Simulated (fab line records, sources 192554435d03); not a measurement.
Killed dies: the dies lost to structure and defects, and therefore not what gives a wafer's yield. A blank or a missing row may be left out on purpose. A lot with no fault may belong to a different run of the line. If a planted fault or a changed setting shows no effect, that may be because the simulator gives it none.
fab line records	flow n5-finfet
record lots=10	wafers=30	last-day=18
route steps=1938 shown BEOL_M14@1756 BEOL_M15@1773 PASSIVATION@1936
lots untouched by any fault: they come from a run of this same line in which no faults occurred
start-h: start of the lot's first displayed wafer, in hours after the record's first day	wait-h: how many hours have passed since the lot's step before this one	" unchanged from the row above	L1.1+2: one row covering several wafers at once	- value missing, or start not given	* or withheld: withheld	< > ~ a bound
route shown NAME@n: NAME is a module with steps in the file, n the number in the route of the first one	usual: mean/standard deviation taken from wafers without a fault	same: alike in all rows	chamber/n: place in a boat	sites: each site's reading	_std_site: the standard deviation of these	_edge_site: inner sites' mean taken away from outer sites' mean	radius-mm: how far each site lies from the wafer's centre	mask NAME#n: copy n	behind: the last tool/chamber to shape the wafer	hold: cause of the lot's hold/its duration in hours/its outcome	device: the n, p or np transistor that did not switch	end of line: tests run on the same wafers once the route is complete	where a step has no rows: the recipe by itself	killed: the dies lost at the first sort to structure and to defects; this is not the yield of the wafer	map: dies across one wafer; x = killed, . = not, _ = none there
set.NAME: the setting as run; set.NAME@STEP: as run at that earlier step	model.NAME: the simulator's own value behind a step, which no gauge read
the route's steps for a sample of lots (tables are steps, rows are wafers)
services: a tool's chamber out of use, with start hour (start-h, from the record's first day; less than 0 if before it), hours out, and reason
## steps
# step N5_BEOL_M14_STRIP_37
# recipe chemistry=O2	power-w=600	temp-c=60	pressure-mtorr=30	rf-frequency-hz=6e+07	bias-power-w=0	overash-fraction=0.3	o2-flow-sccm=225
# usual drypump-motor-current-A=5.6/0.41	oes-product-au=0.81/0.077	rf-vpp-V=3.6/0.95	showerhead-plenum-p-Torr=2.10/0.068	throttle-valve-pct=16.64/0.29
# same bias-power-w=0	overash-fraction=0.3
lot.wafer	tool	chamber	start-h	wait-h	drypump-motor-current-A	oes-product-au	rf-hours-counter-h	rf-vpp-V	showerhead-plenum-p-Torr	throttle-valve-pct
L947.4	rie-diel-06	0	276.06	2.0	5.5	0.70	231	2.7	2.07	16.63
L947.5	"	0	"	"	5.5	0.70	-	1.8	2.07	16.60
L947.6	"	1	"	"	5.3	0.73	-	4.1	2.01	17.05
L951.2	rie-diel-03	0	287.96	0.0	5.0	0.79	84	3.8	2.04	16.81
L951.4	"	0	"	"	5.1	0.82	-	4.0	2.04	16.76
L951.5	"	3	"	"	5.7	0.90	-	1.8	2.13	16.87
L950.1	rie-diel-04	1	296.36	3.7	5.7	0.85	44	6.0	2.13	16.50
L950.2	"	2	"	"	5.6	0.81	88	4.6	2.11	16.20
L950.6	"	1	"	"	5.7	0.87	-	3.2	2.13	16.52
L952.3	rie-diel-04	2	305.56	1.9	5.6	0.80	90	2.6	2.11	16.25
L952.4	"	3	"	"	5.5	0.83	79	2.1	2.12	16.22
L952.5	"	2	"	"	5.7	0.79	-	3.9	2.11	16.25
L958.2	rie-diel-06	2	356.68	3.0	5.0	0.76	157	4.0	2.00	16.87
L958.3	"	1	"	"	5.3	0.71	204	3.5	1.99	17.08
L958.6	"	3	"	"	6.5	0.93	-	2.1	2.14	16.43
L961.1	rie-diel-03	0	356.72	2.6	5.0	0.78	108	5.6	2.03	16.80
L961.2	"	1	"	"	5.6	0.86	44	4.7	2.06	16.48
L961.3	"	2	"	"	5.6	0.81	90	3.5	2.21	16.40
L963.1	rie-diel-04	3	373.26	1.6	5.5	0.80	102	3.0	2.11	16.26
L963.4	"	0	"	"	5.4	0.75	129	4.6	2.20	17.06
L963.5	"	3	"	"	5.5	0.80	-	5.7	2.11	16.27
L962.3	rie-diel-06	2	375.23	2.8	5.0	0.74	164	3.4	2.00	16.91
L962.5	"	2	"	"	5.0	0.75	-	3.9	2.00	16.88
L962.6	"	3	"	"	6.5	0.92	-	3.9	2.13	16.48
L965.1	rie-diel-03	2	394.97	2.5	5.7	0.80	101	3.6	2.20	16.37
L965.2	"	1	"	"	5.5	0.83	56	3.1	2.05	16.46
L965.4	"	0	"	"	5.0	0.78	121	3.0	2.03	16.83
L966.2	rie-diel-06	2	407.80	1.8	5.0	0.73	176	4.4	1.99	16.94
L966.4	"	1	"	"	5.3	0.68	223	3.1	1.99	17.15
L966.5	"	3	"	"	6.5	0.90	-	4.4	2.13	16.50
# step N5_BEOL_M14_DEP_53
# recipe material=SiCN	target-thk-a=500	temp-c=withheld	precursor=3MS/NH3	pressure-torr=3	rf-w=675	time-s=17.8
# usual showerhead-plenum-p-Torr=4.146/0.019	throttle-valve-pct=17.8/0.74
lot.wafer	tool	chamber	start-h	wait-h	showerhead-plenum-p-Torr	throttle-valve-pct
L947.4	pecvd-02	0	277.78	0.0	4.153	18.3
L947.5	"	1	"	"	4.159	18.4
L947.6	"	2	"	"	4.168	17.9
L951.2	pecvd-01	0	289.74	0.0	4.143	19.2
L951.4	"	1	"	"	4.121	17.6
L951.5	"	2	"	"	4.165	16.0
L950.1	pecvd-04	2	297.97	0.0	4.114	18.0
L950.2	"	1	"	"	4.141	17.6
L950.6	"	1	"	"	4.131	17.6
L952.3	pecvd-01	1	307.26	0.0	4.130	17.7
L952.4	"	0	"	"	4.132	19.2
L952.5	"	2	"	"	4.166	16.4
L958.2	pecvd-01	2	358.35	0.0	4.162	16.3
L958.3	"	1	"	"	4.124	17.9
L958.6	"	1	"	"	4.114	17.9
L961.1	pecvd-01	2	358.72	0.0	4.174	16.4
L961.2	"	1	"	"	4.131	17.6
L961.3	"	2	"	"	4.176	16.7
L963.1	pecvd-04	1	375.63	0.0	4.157	17.3
L963.4	"	0	"	"	4.165	18.3
L963.5	"	1	"	"	4.139	17.7
L962.3	pecvd-01	2	376.96	0.0	4.166	16.3
L962.5	"	1	"	"	4.128	17.7
L962.6	"	0	"	"	4.135	19.2
L965.1	pecvd-04	1	396.70	0.0	4.159	17.5
L965.2	"	2	"	"	4.127	17.7
L965.4	"	2	"	"	4.130	17.9
L966.2	pecvd-04	0	409.69	0.0	4.167	18.4
L966.4	"	0	"	"	4.170	18.5
L966.5	"	1	"	"	4.146	17.5
# step N5_BEOL_M14_INSPECT_55
# recipe inspect-instrument=darkfield	mode=post-dep
# usual raw-defect-count=75/26
lot.wafer	tool	chamber	start-h	wait-h	raw-defect-count
L947.4	defect-inspect-01	-	277.86	0.0	73
L947.5	"	-	"	"	114
L947.6	"	-	"	"	64
L951.2	defect-inspect-02	-	289.84	0.0	55
L951.4	"	-	"	"	56
L951.5	"	-	"	"	59
L950.1	defect-inspect-02	-	298.06	0.0	67
L950.2	"	-	"	"	66
L950.6	"	-	"	"	91
L952.3	defect-inspect-02	-	307.36	0.0	51
L952.4	"	-	"	"	90
L952.5	"	-	"	"	90
L958.2	defect-inspect-01	-	358.46	0.0	69
L958.3	"	-	"	"	70
L958.6	"	-	"	"	56
L961.1	defect-inspect-02	-	358.83	0.0	581
L961.2	"	-	"	"	57
L961.3	"	-	"	"	590
L963.1	defect-inspect-02	-	375.72	0.0	80
L963.4	"	-	"	"	91
L963.5	"	-	"	"	155
L962.3	defect-inspect-02	-	377.06	0.0	597
L962.5	"	-	"	"	79
L962.6	"	-	"	"	86
L965.1	defect-inspect-02	-	396.80	0.0	79
L965.2	"	-	"	"	77
L965.4	"	-	"	"	97
L966.2	defect-inspect-01	-	409.79	0.0	71
L966.4	"	-	"	"	74
L966.5	"	-	"	"	52
# step N5_BEOL_M15_ILD_DEP_00
# recipe material=SiO2	target-thk-a=16293	temp-c=400	precursor=TEOS/O2	pressure-torr=6.5	rf-w=900	teos-flow-sccm=161.4	gas=O2	flow-sccm=2650	time-s=346.1
# usual heater-power-outer-w=309/81	heater-power-w=571/110	showerhead-plenum-p-Torr=8.324/0.028	throttle-valve-pct=18.8/1.3
lot.wafer	tool	chamber	start-h	wait-h	heater-power-outer-w	heater-power-w	showerhead-plenum-p-Torr	throttle-valve-pct
L947.4	pecvd-03	2	278.01	0.1	223	453	8.293	16.2
L947.5	"	0	"	"	201	457	8.286	20.8
L947.6	"	1	"	"	338	563	8.316	20.2
L951.2	pecvd-03	1	289.87	0.0	277	496	8.316	20.2
L951.4	"	2	"	"	252	482	8.298	16.1
L951.5	"	1	"	"	328	568	8.321	20.3
L950.1	pecvd-03	1	298.10	0.0	336	561	8.333	20.0
L950.2	"	0	"	"	301	589	8.295	20.8
L950.6	"	1	"	"	310	507	8.305	20.3
L952.3	pecvd-03	2	307.39	0.0	250	473	8.284	16.4
L952.4	"	1	"	"	340	560	8.326	20.2
L952.5	"	2	"	"	154	362	8.301	16.3
L958.2	pecvd-02	2	358.50	0.0	409	684	8.357	18.9
L958.3	"	0	"	"	260	504	8.337	18.4
L958.6	"	0	"	"	328	642	8.331	18.9
L961.1	pecvd-04	0	358.87	0.0	373	650	8.381	19.0
L961.2	"	2	"	"	397	681	8.279	18.3
L961.3	"	1	"	"	331	651	8.345	18.3
L963.1	pecvd-02	0	375.76	0.0	327	563	8.361	18.8
L963.4	"	0	"	"	373	661	8.331	18.6
L963.5	"	1	"	"	259	491	8.330	18.7
L962.3	pecvd-03	2	377.09	0.0	242	492	8.278	16.4
L962.5	"	1	"	"	235	427	8.306	20.2
L962.6	"	2	"	"	149	358	8.286	16.4
L965.1	pecvd-04	1	396.83	0.0	273	597	8.327	18.2
L965.2	"	0	"	"	354	602	8.386	19.4
L965.4	"	1	"	"	350	697	8.297	17.8
L966.2	pecvd-04	1	409.82	0.0	351	713	8.311	17.9
L966.4	"	2	"	"	434	742	8.292	18.3
L966.5	"	0	"	"	288	518	8.389	18.9
# step N5_BEOL_M15_CD_MEAS_10
# recipe target-cd-nm=360	landing-energy-ev=500	detector=se-inlens	polarity=opening
# usual cd-nm=360.4/1.2
lot.wafer	tool	chamber	start-h	wait-h	cd-nm
L947.4	cd-sem-02	0	278.45	-	360.4
L947.5	"	0	"	"	359.6
L947.6	"	0	"	"	360.7
L951.2	cd-sem-03	0	290.55	-	360.8
L951.4	"	0	"	"	361.3
L951.5	"	0	"	"	361.2
L950.1	cd-sem-03	0	298.76	-	359.6
L950.2	"	0	"	"	361.3
L950.6	"	0	"	"	360.0
L952.3	cd-sem-01	0	308.10	-	359.6
L952.4	"	0	"	"	360.6
L952.5	"	0	"	"	358.8
L958.2	cd-sem-02	0	359.28	-	358.8
L958.3	"	0	"	"	359.5
L958.6	"	0	"	"	360.1
L961.1	cd-sem-02	0	359.55	-	359.0
L961.2	"	0	"	"	358.6
L961.3	"	0	"	"	360.3
L963.1	cd-sem-02	0	376.44	-	360.4
L963.4	"	0	"	"	360.3
L963.5	"	0	"	"	362.2
L962.3	cd-sem-03	0	377.65	-	361.2
L962.5	"	0	"	"	361.7
L962.6	"	0	"	"	362.7
L965.1	cd-sem-02	0	397.39	-	360.0
L965.2	"	0	"	"	360.9
L965.4	"	0	"	"	359.0
L966.2	cd-sem-03	0	410.50	-	358.8
L966.4	"	0	"	"	360.2
L966.5	"	0	"	"	359.4
# step N5_PASSIVATION_PROBE_49
# usual defect-limited-yield=91.4/1.6	killed_at_M0_to_M3=34/12	killed_at_M4_up=13/5.2	killed-at-contacts=11/5.5	killed-at-front-end=40/13	killed-at-other=3.4/2.7	killed-dies=102/19	killed-open=66/15	killed-short=33/7.9	sort_bin_5_function=5.1/1.1	sort_bin_6_memory=3.2/0.7	sort-n-pass=1078/19	sort-yield-pct=91.4/1.6
# same gross-dies=1180	killed-at-back-side=0	sort_bin_4_leakage[%]=0	sort_bin_8_speed[%]=0
lot.wafer	tool	chamber	start-h	wait-h	defect-limited-yield[%]	killed_at_M0_to_M3	killed_at_M4_up	killed-at-contacts	killed-at-front-end	killed-at-other	killed-dies	killed-open	killed-short	sort_bin_5_function[%]	sort_bin_6_memory[%]	sort-n-pass	sort-yield-pct[%]
L961.1	prober-02	-	382.08	0.0	84.3	14	124	10	35	2	185	41	25	9.3	3.8	995	84.3
L961.2	prober-02	-	382.13	0.1	91.9	25	16	18	34	3	96	63	33	5.2	2.5	1084	91.9
L961.3	prober-02	-	382.18	0.1	83.1	28	136	7	28	1	200	45	34	11.4	3.1	980	83.1
L962.3	prober-02	-	398.37	0.1	80.3	55	130	12	35	1	233	74	39	13.0	4.2	947	80.3
L962.5	prober-02	-	398.47	0.2	89.2	38	23	16	50	0	127	84	40	6.0	4.3	1053	89.2
L962.6	prober-02	-	398.52	0.3	87.1	43	17	12	79	1	152	109	36	8.1	4.4	1028	87.1
# killed by level:class
L961.1 BEOL_M14:unspecified=116 STI_FIN_REVEAL:geometric-particle:open=12 MOL_CONTACT_COAG:geometric-particle:open=10 FIN_SAQP:geometric-particle:short=9 STI_FIN_REVEAL:geometric-particle:short=5 BEOL_M2:geometric-particle:open=4 FIN_SAQP:geometric-particle:open=3 BEOL_M1:coat-microbubble-printed=3
L961.2 MOL_CONTACT_COAG:geometric-particle:open=13 FIN_SAQP:geometric-particle:open=7 FIN_SAQP:geometric-particle:short=7 BEOL_M0_SAQP:geometric-particle:open=7 BEOL_M0_SAQP:geometric-particle:short=6 STI_FIN_REVEAL:geometric-particle:open=5 GATE_CUT:geometric-particle:short=5 MOL_CONTACT_COAG:geometric-particle:short=5
L961.3 BEOL_M14:unspecified=121 BEOL_M3:geometric-particle:open=9 FIN_SAQP:geometric-particle:short=8 MOL_CONTACT_COAG:geometric-particle:open=7 STI_FIN_REVEAL:geometric-particle:open=6 BEOL_M5:geometric-particle:open=6 BEOL_M3:geometric-particle:short=6 DUMMY_GATE:geometric-particle:open=4
L962.3 BEOL_M14:unspecified=117 BEOL_M0_SAQP:geometric-particle:open=18 BEOL_M0_SAQP:geometric-particle:short=15 MOL_CONTACT_COAG:geometric-particle:open=11 STI_FIN_REVEAL:geometric-particle:open=10 DUMMY_GATE:geometric-particle:open=7 BEOL_M2:geometric-particle:open=7 GATE_CUT:geometric-particle:short=6
L962.5 FIN_SAQP:geometric-particle:open=13 BEOL_M3:geometric-particle:open=11 MOL_CONTACT_COAG:geometric-particle:open=10 BEOL_M4:geometric-particle:open=9 BEOL_M0_SAQP:geometric-particle:open=8 BEOL_M0_SAQP:geometric-particle:short=7 FIN_SAQP:geometric-particle:short=6 GATE_CUT:geometric-particle:short=6
L962.6 STI_FIN_REVEAL:geometric-particle:open=39 BEOL_M0_SAQP:geometric-particle:open=14 MOL_CONTACT_COAG:geometric-particle:open=8 BEOL_M0_SAQP:geometric-particle:short=8 BEOL_M2:geometric-particle:open=8 BEOL_M4:geometric-particle:open=8 FIN_SAQP:geometric-particle:open=7 STI_FIN_REVEAL:geometric-particle:short=6
## services
tool	chamber	start-h	hours	kind
pecvd-02	0	253.33	6.3	repair
pecvd-04	0	254.36	4.9	repair
pecvd-01	2	257.52	2.1	scheduled-down
pecvd-04	2	259.74	5.0	scheduled-down
pecvd-03	1	275.23	2.1	scheduled-down
rie-diel-03	2	276.78	12.1	repair
pecvd-03	2	293.15	5.0	scheduled-down
pecvd-01	-	310.45	1.7	repair
pecvd-02	-	316.35	6.0	pm
pecvd-04	0	322.30	5.5	scheduled-down
rie-diel-03	1	329.69	7.5	repair
rie-diel-03	3	332.74	11.1	repair
rie-diel-06	0	338.64	15.8	repair
pecvd-02	1	339.08	4.0	repair
pecvd-01	0	341.60	23.7	repair
pecvd-01	2	343.72	5.5	scheduled-down
rie-diel-03	-	344.70	2.8	pm
pecvd-02	1	355.91	9.4	repair
rie-diel-03	2	362.19	4.5	repair
rie-diel-04	1	374.84	12.1	repair
pecvd-01	1	383.62	-	clean
pecvd-01	1	383.62	-	consumable-replace:showerhead
rie-diel-04	2	388.69	8.6	repair
rie-diel-03	0	407.62	12.5	repair
## key
first-sign step=N5_BEOL_M14_INSPECT_55	reading=raw-defect-count	direction=up	sigmas=20	usual=75	struck=589
effect step=N5_PASSIVATION_PROBE_49	reading=killed_at_M4_up	direction=up	sigmas=22	usual=13	struck=130
more-kills-born-at N5_BEOL_M14_DEP_53@pecvd-01=354
met-at N5_BEOL_M14_DEP_53
struck-lots L961,L962
struck-wafers L961.1,L961.3,L962.3
not-acting-at N5_BEOL_M14_STRIP_37,N5_BEOL_M15_ILD_DEP_00,N5_BEOL_M15_CD_MEAS_10
onset-between 358.35 358.72
fault kind=chamber-particle-source	tool=pecvd-01	chamber=2	onset-h=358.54	steps=N5_BEOL_M14_DEP_53	rate-per-visit-cm2=0.78449	end-h=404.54
